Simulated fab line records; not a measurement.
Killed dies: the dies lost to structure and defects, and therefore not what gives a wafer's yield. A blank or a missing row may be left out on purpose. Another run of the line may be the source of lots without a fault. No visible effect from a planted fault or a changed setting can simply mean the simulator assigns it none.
fab line records | flow nand_harc
[record] lots = 6 wafers = 18 last_day = 34
route steps=1302 shown A_ONON_D1@438 A_CHANNEL_HOLE_D1@450 END@1302
lots with no fault: from the same line, run without faults
start_h: hours from the record's first day to the start of the lot's first wafer shown | wait_h: hours since the lot's step before | " repeats the value in the row above | L1.1+2: a single row standing in for several wafers | - value missing, or start not given | * or withheld: withheld | < > ~ a bound
route shown NAME@n: names a module that has steps shown in the file, with the first one's number in the route | usual: mean/standard deviation taken from wafers without a fault | same: alike in all rows | chamber/n: place in a boat | sites: each site's reading | _std_site: the values' standard deviation | _edge_site: inner sites' mean taken away from outer sites' mean | radius_mm: for every site, how far away it sits from the centre of the wafer | mask NAME#n: copy n | behind: the tool/chamber that last shaped the wafer | hold: what put the lot on hold/how long, in hours/how the hold closed | device: transistor that didn't switch, given as n, p or np | end of line: the tests these same wafers got at the end of their route | a step given without rows: its recipe and nothing more | killed: at the first sort, the dies lost to defects and structure; wafer yield is something else | map: a wafer's dies, x killed, . not, _ none there
set.NAME: the run value of the setting; set.NAME@STEP: its run value at that earlier step | model.NAME: the simulator's own value behind a step, which no gauge read
certain route steps with their lots: each step a table, each wafer a row
services: a tool's chamber out of use, with start hour (start_h, from the record's first day; less than 0 if before it), hours out, and reason
[[steps]]
[step NHARC_A_ONON_D1_DEP_19]
[recipe] target_thk_a = 10000 n2_flow_sccm = 2750 n2o_flow_sccm = 2000 nh3_flow_sccm = 500 sih4_flow_sccm = 210 temp_c = 400
[step NHARC_A_ONON_D1_THK_MEAS_21]
[recipe] thk_meas_gauge = ellipsometry
[usual] thk_nm = 999/8.2
// columns lot.wafer tool chamber start_h wait_h thk_nm
L809.1 film_metro-02 - 192.41 - 1009
L809.3 " - " " 1009
L809.6 " - " " 1010
L815.3 film_metro-01 - 265.49 - 1006
L815.4 " - " " 1004
L815.5 " - " " 1005
L818.1 film_metro-01 - 278.69 - 995
L818.2 " - " " 996
L818.4 " - " " 996
L819.1 film_metro-02 - 289.70 - 1013
L819.4 " - " " 1014
L819.6 " - " " 1011
L821.3 film_metro-01 - 315.69 - 1012
L821.5 " - " " 1013
L821.6 " - " " 1012
L828.1 film_metro-01 - 386.71 - 1000
L828.2 " - " " 999
L828.4 " - " " 998
[step NHARC_A_ONON_D1_DEP_22]
[recipe] target_thk_a = 10000 n2_flow_sccm = 2750 n2o_flow_sccm = 2000 nh3_flow_sccm = 500 sih4_flow_sccm = 210 temp_c = 400
[step NHARC_A_ONON_D1_THK_MEAS_24]
[recipe] thk_meas_gauge = ellipsometry
[usual] thk_nm = 1003/8.7
// columns lot.wafer tool chamber start_h wait_h thk_nm
L809.1 film_metro-02 - 192.98 - 997
L809.3 " - " " 997
L809.6 " - " " 996
L815.3 film_metro-01 - 266.07 - 1009
L815.4 " - " " 1009
L815.5 " - " " 1009
L818.1 film_metro-02 - 279.26 - 997
L818.2 " - " " 996
L818.4 " - " " 999
L819.1 film_metro-02 - 290.27 - 989
L819.4 " - " " 988
L819.6 " - " " 989
L821.3 film_metro-01 - 316.26 - 1014
L821.5 " - " " 1012
L821.6 " - " " 1013
L828.1 film_metro-01 - 387.28 - 1005
L828.2 " - " " 1005
L828.4 " - " " 1004
[step NHARC_A_ONON_D1_DEP_25]
[recipe] target_thk_a = 10000 n2_flow_sccm = 2750 n2o_flow_sccm = 2000 nh3_flow_sccm = 500 sih4_flow_sccm = 210 temp_c = 400
[step NHARC_A_ONON_D1_THK_MEAS_27]
[recipe] thk_meas_gauge = ellipsometry
[usual] thk_nm = 997/9.7
// columns lot.wafer tool chamber start_h wait_h thk_nm
L809.1 film_metro-01 - 193.55 - 1008
L809.3 " - " " 1006
L809.6 " - " " 1007
L815.3 film_metro-01 - 266.63 - 980
L815.4 " - " " 980
L815.5 " - " " 981
L818.1 film_metro-02 - 279.83 - 991
L818.2 " - " " 992
L818.4 " - " " 991
L819.1 film_metro-01 - 290.84 - 993
L819.4 " - " " 995
L819.6 " - " " 994
L821.3 film_metro-02 - 316.84 - 1004
L821.5 " - " " 1004
L821.6 " - " " 1004
L828.1 film_metro-01 - 387.84 - 1007
L828.2 " - " " 1007
L828.4 " - " " 1007
[step NHARC_A_ONON_D1_DEP_28]
[recipe] target_thk_a = 10000 n2_flow_sccm = 2750 n2o_flow_sccm = 2000 nh3_flow_sccm = 500 sih4_flow_sccm = 210 temp_c = 400
[step NHARC_A_ONON_D1_THK_MEAS_30]
[recipe] thk_meas_gauge = ellipsometry
[usual] thk_nm = 1001/13
// columns lot.wafer tool chamber start_h wait_h thk_nm
L809.1 film_metro-01 - 194.11 - 1009
L809.3 " - " " 1009
L809.6 " - " " 1007
L815.3 film_metro-01 - 267.20 - 1015
L815.4 " - " " 1016
L815.5 " - " " 1017
L818.1 film_metro-02 - 280.40 - 1022
L818.2 " - " " 1019
L818.4 " - " " 1021
L819.1 film_metro-02 - 291.41 - 999
L819.4 " - " " 1000
L819.6 " - " " 998
L821.3 film_metro-01 - 317.40 - 998
L821.5 " - " " 998
L821.6 " - " " 997
L828.1 film_metro-01 - 388.49 - 1015
L828.2 " - " " 1013
L828.4 " - " " 1013
[step NHARC_A_ONON_D1_DEP_33]
[recipe] target_thk_a = 2000 temp_c = 400 pressure_torr = 6.5 rf_w = 900 teos_flow_sccm = 161.4 flow_sccm = 2650 target_thk_nm = 200 gas = O2 material = SiO2
[usual] heater_power_w = 559/130 mfc_precursor_sccm = 161.4/0.5 showerhead_vpp_V = 1911/100 throttle_valve_pct = 15.7/0.47
// columns lot.wafer tool chamber start_h wait_h heater_power_w mfc_precursor_sccm showerhead_vpp_V throttle_valve_pct
L809.3 pecvd-04 1 194.17 0.1 693 161.9 1786 15.5
L809.1 " 0 " " 601 161.1 1989 15.7
L809.6 " 0 " " 615 161.5 1960 15.8
L815.3 pecvd-03 0 267.34 0.1 410 161.3 1860 15.1
L815.4 " 1 " " 401 161.5 2053 16.3
L815.5 " 0 " " 426 161.7 1891 15.0
L818.2 pecvd-03 2 280.46 0.1 342 161.4 2055 16.0
L818.1 " 1 " " 459 161.2 2037 16.3
L818.4 " 1 " " 468 161.9 2082 16.3
L819.1 pecvd-03 1 291.55 0.1 429 161.3 2052 16.5
L819.4 " 2 " " 421 161.0 2067 16.0
L819.6 " 1 " " 439 160.9 2079 16.2
L821.3 pecvd-03 2 317.55 0.1 451 161.5 2009 16.4
L821.6 " 0 " " 381 161.1 1870 15.1
L821.5 " 2 " " 453 161.1 2029 16.4
L828.1 pecvd-04 2 388.55 0.1 702 161.2 1841 15.8
L828.2 " 0 " " 533 161.8 1929 16.2
L828.4 " 1 " " 573 161.0 1822 15.2
[step NHARC_A_ONON_D1_THK_MEAS_34]
[recipe] thk_meas_gauge = ellipsometry
[usual] thk_nm = 200.7/2.6
// columns lot.wafer tool chamber start_h wait_h thk_nm
L809.1 film_metro-02 - 194.59 - 200.0
L809.3 " - " " 196.5
L809.6 " - " " 197.6
L815.3 film_metro-02 - 267.66 - 201.0
L815.4 " - " " 201.6
L815.5 " - " " 202.8
L818.1 film_metro-01 - 280.87 - 200.8
L818.2 " - " " 203.9
L818.4 " - " " 203.7
L819.1 film_metro-02 - 291.87 - 196.6
L819.4 " - " " 205.3
L819.6 " - " " 198.9
L821.3 film_metro-02 - 317.87 - 200.8
L821.5 " - " " 202.1
L821.6 " - " " 205.3
L828.1 film_metro-02 - 388.97 - 201.6
L828.2 " - " " 201.1
L828.4 " - " " 203.8
[step NHARC_A_ONON_D1_INSPECT_32]
[usual] raw_defect_count = 74/28
// columns lot.wafer tool chamber start_h wait_h raw_defect_count
L809.1 defect_inspect-01 - 194.67 0.0 46
L809.3 " - " " 37
L809.6 " - " " 84
L815.3 defect_inspect-01 - 267.73 0.0 43
L815.4 " - " " 57
L815.5 " - " " 52
L818.1 defect_inspect-02 - 280.93 0.0 107
L818.2 " - " " 88
L818.4 " - " " 99
L819.1 defect_inspect-01 - 291.96 0.0 76
L819.4 " - " " 80
L819.6 " - " " 90
L821.3 defect_inspect-02 - 317.94 0.0 45
L821.5 " - " " 52
L821.6 " - " " 68
L828.1 defect_inspect-01 - 389.05 0.0 81
L828.2 " - " " 69
L828.4 " - " " 38
[step NHARC_A_CHANNEL_HOLE_D1_DEP_00]
[recipe] target_thk_a = 31000 temp_c = 400 material = aC
[usual] throttle_valve_pct = 35.001/0.0092
// columns lot.wafer tool chamber start_h wait_h throttle_valve_pct
L809.1 acl_dep-03 0 201.04 6.4 34.992
L809.3 " 0 " " 34.990
L809.6 " 0 " " 35.002
L815.3 acl_dep-01 0 268.64 0.9 35.001
L815.4 " 0 " " 34.977
L815.5 " 0 " " 35.020
L818.1 acl_dep-02 0 281.87 0.9 35.003
L818.2 " 0 " " 35.009
L818.4 " 0 " " 35.016
L819.1 acl_dep-01 0 292.45 0.5 35.002
L819.4 " 0 " " 35.000
L819.6 " 0 " " 34.998
L821.3 acl_dep-01 0 318.64 0.7 35.002
L821.5 " 0 " " 34.988
L821.6 " 0 " " 35.016
L821.3 acl_dep-01 0 320.76 1.8 35.002
L821.5 " 0 " " 35.004
L821.6 " 0 " " 34.999
L828.1 acl_dep-01 0 390.10 1.0 35.008
L828.2 " 0 " " 35.010
L828.4 " 0 " " 35.004
L828.1 acl_dep-01 0 393.91 3.5 35.009
L828.2 " 0 " " 34.987
L828.4 " 0 " " 35.001
[step NHARC_A_CHANNEL_HOLE_D1_DEP_01]
[recipe] target_thk_a = 1400 target_thk_nm = 140 temp_c = 400 pressure_torr = 3.5 flow_sccm = 200 rf_w = 350 material = SiON
[usual] heater_power_w = 738/96 showerhead_vpp_V = 1182/58
// columns lot.wafer tool chamber start_h wait_h heater_power_w showerhead_vpp_V
L809.1 pecvd-04 1 203.00 1.6 862 1144
L809.3 " 2 " " 780 1151
L809.6 " 2 " " 805 1156
L815.3 pecvd-03 2 269.97 1.0 594 1257
L815.4 " 1 " " 607 1292
L815.5 " 2 " " 601 1253
L818.1 pecvd-04 2 283.81 1.6 797 1134
L818.2 " 0 " " 822 1222
L818.4 " 1 " " 792 1121
L819.1 pecvd-04 2 294.36 1.6 899 1156
L819.6 " 2 " " 914 1147
L819.4 " 1 " " 826 1123
L821.3 pecvd-04 0 322.08 1.0 813 1213
L821.6 " 0 " " 781 1236
L821.5 " 1 " " 838 1149
L828.1 pecvd-04 1 395.87 1.6 751 1131
L828.2 " 0 " " 758 1223
L828.4 " 2 " " 860 1145
[step NHARC_END_SORT_01]
[recipe] temp_c = 25
[usual] killed_at_array = 62/22 killed_at_other = 1.0/1.4 killed_at_periphery = 4.2/2.8 killed_dies = 67/23 killed_open = 3.1/1.7 killed_short = 2.1/1.5
[same] gross_dies = 677
// columns lot.wafer tool chamber start_h wait_h killed_at_array killed_at_other killed_at_periphery killed_dies killed_open killed_short
L821.3 prober-01 0 708.03 3.1 673 0 4 677 3 2
L821.5 prober-01 0 709.63 3.7 675 0 2 677 4 1
L821.6 prober-01 0 710.43 4.0 672 1 4 677 9 0
L828.1 prober-01 0 824.09 2.5 674 0 3 677 2 0
L828.2 prober-01 0 824.90 2.8 675 0 2 677 4 2
L828.4 prober-01 0 826.53 3.5 674 1 2 677 4 2
// killed by level:class
L821.3 A_CHANNEL_HOLE_D1:area_dep=616 A_CHANNEL_HOLE_D2:chamber_film_flake=32 A_CHANNEL_HOLE_D1:chamber_film_flake=13 P_BONDPAD:chamber_film_flake=3 A_CONTACT:chamber_film_flake=3 A_DECK1_JOINT:geometric_particle:open=2 A_SLIT:chamber_film_flake=2 A_WL_FILL:chamber_film_flake=2
L821.5 A_CHANNEL_HOLE_D1:area_dep=616 A_CHANNEL_HOLE_D2:chamber_film_flake=34 A_CHANNEL_HOLE_D1:chamber_film_flake=10 A_CONTACT:chamber_film_flake=5 A_STAIRCASE:chamber_film_flake=2 A_WL_FILL:chamber_film_flake=2 P_CONTACT:geometric_particle:open=1 A_CHANNEL_HOLE_D1:geometric_particle:short=1
L821.6 A_CHANNEL_HOLE_D1:area_dep=620 A_CHANNEL_HOLE_D2:chamber_film_flake=30 A_CHANNEL_HOLE_D1:chamber_film_flake=8 A_CONTACT:chamber_film_flake=4 P_CONTACT:geometric_particle:open=2 A_CONTACT:geometric_particle:open=2 A_WL_FILL:chamber_film_flake=2 P_GATE:geometric_particle:open=1
L828.1 A_CHANNEL_HOLE_D1:area_dep=646 A_CHANNEL_HOLE_D1:chamber_film_flake=15 A_SLIT:chamber_film_flake=6 P_ZERO_WELL:chamber_film_flake=2 A_WL_FILL:geometric_particle:open=1 A_M0:geometric_particle:open=1 P_STI:chamber_film_flake=1 A_CHANNEL_FILL_D1:chamber_film_flake=1
L828.2 A_CHANNEL_HOLE_D1:area_dep=634 A_CHANNEL_HOLE_D1:chamber_film_flake=17 A_SLIT:chamber_film_flake=7 A_CHANNEL_FILL_D2:chamber_film_flake=6 A_M0:chamber_film_flake=5 P_M0:geometric_particle:open=1 A_CHANNEL_HOLE_D1:geometric_particle:open=1 A_CHANNEL_HOLE_D1:geometric_particle:short=1
L828.4 A_CHANNEL_HOLE_D1:area_dep=627 A_CHANNEL_HOLE_D1:chamber_film_flake=22 A_SLIT:chamber_film_flake=11 P_ZERO_WELL:chamber_film_flake=2 A_STAIRCASE:chamber_film_flake=2 A_CONTACT:chamber_film_flake=2 A_M0:chamber_film_flake=2 A_CHANNEL_FILL_D1:geometric_particle:short=1
// map L821.3 (x killed, . not)
____________x____________
_________xxxxxxx_________
_______xxxxxxxxxxx_______
______xxxxxxxxxxxxx______
_____xxxxxxxxxxxxxxx_____
____xxxxxxxxxxxxxxxxx____
____xxxxxxxxxxxxxxxxx____
___xxxxxxxxxxxxxxxxxxx___
___xxxxxxxxxxxxxxxxxxx___
__xxxxxxxxxxxxxxxxxxxxx__
__xxxxxxxxxxxxxxxxxxxxx__
_xxxxxxxxxxxxxxxxxxxxxxx_
_xxxxxxxxxxxxxxxxxxxxxxx_
_xxxxxxxxxxxxxxxxxxxxxxx_
_xxxxxxxxxxxxxxxxxxxxxxx_
_xxxxxxxxxxxxxxxxxxxxxxx_
xxxxxxxxxxxxxxxxxxxxxxxxx
xxxxxxxxxxxxxxxxxxxxxxxxx
xxxxxxxxxxxxxxxxxxxxxxxxx
xxxxxxxxxxxxxxxxxxxxxxxxx
xxxxxxxxxxxxxxxxxxxxxxxxx
_xxxxxxxxxxxxxxxxxxxxxxx_
_xxxxxxxxxxxxxxxxxxxxxxx_
_xxxxxxxxxxxxxxxxxxxxxxx_
_xxxxxxxxxxxxxxxxxxxxxxx_
_xxxxxxxxxxxxxxxxxxxxxxx_
__xxxxxxxxxxxxxxxxxxxxx__
__xxxxxxxxxxxxxxxxxxxxx__
___xxxxxxxxxxxxxxxxxxx___
___xxxxxxxxxxxxxxxxxxx___
____xxxxxxxxxxxxxxxxx____
____xxxxxxxxxxxxxxxxx____
_____xxxxxxxxxxxxxxx_____
______xxxxxxxxxxxxx______
_______xxxxxxxxxxx_______
_________xxxxxxx_________
____________x____________
// map L828.1 (x killed, . not)
____________x____________
_________xxxxxxx_________
_______xxxxxxxxxxx_______
______xxxxxxxxxxxxx______
_____xxxxxxxxxxxxxxx_____
____xxxxxxxxxxxxxxxxx____
____xxxxxxxxxxxxxxxxx____
___xxxxxxxxxxxxxxxxxxx___
___xxxxxxxxxxxxxxxxxxx___
__xxxxxxxxxxxxxxxxxxxxx__
__xxxxxxxxxxxxxxxxxxxxx__
_xxxxxxxxxxxxxxxxxxxxxxx_
_xxxxxxxxxxxxxxxxxxxxxxx_
_xxxxxxxxxxxxxxxxxxxxxxx_
_xxxxxxxxxxxxxxxxxxxxxxx_
_xxxxxxxxxxxxxxxxxxxxxxx_
xxxxxxxxxxxxxxxxxxxxxxxxx
xxxxxxxxxxxxxxxxxxxxxxxxx
xxxxxxxxxxxxxxxxxxxxxxxxx
xxxxxxxxxxxxxxxxxxxxxxxxx
xxxxxxxxxxxxxxxxxxxxxxxxx
_xxxxxxxxxxxxxxxxxxxxxxx_
_xxxxxxxxxxxxxxxxxxxxxxx_
_xxxxxxxxxxxxxxxxxxxxxxx_
_xxxxxxxxxxxxxxxxxxxxxxx_
_xxxxxxxxxxxxxxxxxxxxxxx_
__xxxxxxxxxxxxxxxxxxxxx__
__xxxxxxxxxxxxxxxxxxxxx__
___xxxxxxxxxxxxxxxxxxx___
___xxxxxxxxxxxxxxxxxxx___
____xxxxxxxxxxxxxxxxx____
____xxxxxxxxxxxxxxxxx____
_____xxxxxxxxxxxxxxx_____
______xxxxxxxxxxxxx______
_______xxxxxxxxxxx_______
_________xxxxxxx_________
____________x____________
[[services]]
// columns tool chamber start_h hours kind
pecvd-03 - 185.43 13.0 pm
pecvd-03 0 185.43 13.0 vent_cycle
pecvd-03 1 185.43 13.0 vent_cycle
pecvd-03 2 185.43 13.0 vent_cycle
acl_dep-01 - 185.76 13.0 pm
pecvd-03 0 198.43 - clean
pecvd-03 1 198.43 - clean
pecvd-03 2 198.43 - clean
pecvd-03 - 240.43 0.8 repair
acl_dep-02 - 243.59 13.0 pm
pecvd-04 - 269.13 13.0 pm
pecvd-04 0 269.13 13.0 vent_cycle
pecvd-04 1 269.13 13.0 vent_cycle
pecvd-04 2 269.13 13.0 vent_cycle
pecvd-03 - 277.30 0.9 repair
pecvd-04 0 282.13 - clean
pecvd-04 1 282.13 - clean
pecvd-04 2 282.13 - clean
acl_dep-03 - 303.89 13.0 pm
pecvd-03 1 361.79 13.5 repair
pecvd-03 - 366.43 13.0 pm
pecvd-03 0 366.43 13.0 vent_cycle
pecvd-03 2 366.43 13.0 vent_cycle
acl_dep-01 - 370.57 13.0 pm
[[key]]
[first_sign] step = NHARC_A_CHANNEL_HOLE_D1_DEP_00 reading = visit direction = added
[effect] step = NHARC_END_SORT_01 reading = killed_at_array direction = up sigmas = 27 usual = 62 struck = 674
[more_kills_born_at] NHARC_A_CHANNEL_HOLE_D1_DEP_00@acl_dep-01 = 3759
met_at NHARC_A_CHANNEL_HOLE_D1_DEP_00
struck_wafers L821.3,L821.5,L821.6,L828.1,L828.2,L828.4
later_rows_left_out L821.3,L821.5,L821.6,L828.1,L828.2,L828.4
tester_left_out L821,L828
[fault] kind = repeated_step_whole tool = acl_dep-01,acl_dep-02,acl_dep-03 chamber = - onset_h = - steps = NHARC_A_CHANNEL_HOLE_D1_DEP_00 times = 1 scope = struck_lots_only
// tester_left_out: of these lots the tester's yield and bins aren't shown, on N5 and GAA mostly nor the transistor test; their killed dies are dies lost to structure and defects alone, not to doping, threshold or leakage, so they don't give the yield
// later_rows_left_out: the simulator's readings of these wafers behind a module that went badly wrong aren't trusted and aren't shown, but for the sort
